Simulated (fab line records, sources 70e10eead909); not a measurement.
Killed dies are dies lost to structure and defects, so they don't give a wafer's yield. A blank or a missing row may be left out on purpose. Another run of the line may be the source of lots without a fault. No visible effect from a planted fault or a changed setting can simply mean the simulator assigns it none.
Matching of chambers	flow nand_harc	4 sister chambers for NHARC_A_STAIRCASE_DESCUM_252 on rie_diel-13
The step chemistry O2, time 3 s. 14 wafers are shown with their chamber, then 7 later ones without.

== WAFERS, EACH WITH ITS CHAMBER ==
wafer	chamber	drypump_motor_current_A (A)	oes_product_au (a.u.)	showerhead_plenum_p_Torr (Torr)
L078.1	2	5.8	1.007	2.06
L078.5	0	6.3	0.994	1.76
L078.6	1	6.0	1.010	1.80
L077.1	1	5.9	1.013	1.80
L077.4	2	5.8	1.016	2.06
L077.6	1	6.0	1.014	1.80
L075.1	1	5.9	1.012	1.80
L075.3	3	5.2	0.986	1.89
L075.6	3	5.2	0.982	1.89
L081.2	0	6.3	0.994	2.07
L081.3	1	5.9	1.006	1.80
L081.6	1	5.9	1.010	1.80
L083.1	0	6.4	1.000	2.07
L083.2	1	5.9	1.011	1.80

SIGNATURES (means of the wafers above)
reading	chamber 0	chamber 1	chamber 2	chamber 3	scatter within a chamber
drypump_motor_current_A	6.333	5.929	5.800	5.200	0.0458
oes_product_au	0.99600	1.01086	1.01150	0.98400	0.00337
showerhead_plenum_p_Torr	1.9667	1.8000	2.0600	1.8900	0.08
Rule: for each reading, subtract the chamber's mean from the wafer's reading, divide by that reading's scatter and square the result; add these up over the readings and take the root, which gives the wafer's distance from the chamber. If the next closest chamber is less than 2 further off than the closest, the wafer can't be placed; otherwise it belongs to the closest. The scatter is the square root of a quotient: the sum, over the shown wafers, of each reading's squared deviation from its chamber's mean, divided by wafers minus chambers.

== WAFERS WITH NO CHAMBER GIVEN ==
wafer	drypump_motor_current_A (A)	oes_product_au (a.u.)	showerhead_plenum_p_Torr (Torr)
L083.6	6.3	0.994	2.07
L085.1	5.9	1.012	1.79
L085.2	5.8	0.986	2.05
L085.3	5.2	0.998	1.88
L089.1	6.0	1.003	1.79
L089.4	6.3	0.985	2.07
L089.6	5.2	0.996	1.88

== WHICH CHAMBER EACH WENT THROUGH ==
wafer	from the rows above	in truth
L083.6	0	0
L085.1	1	1
L085.2	can't be placed: 2 or 1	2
L085.3	3	3
L089.1	1	1
L089.4	0	0
L089.6	3	3
Placed correctly: 6 of 7. Not placeable from these rows: 1 (in 1, the candidates include the true chamber). Number placed wrongly: 0.
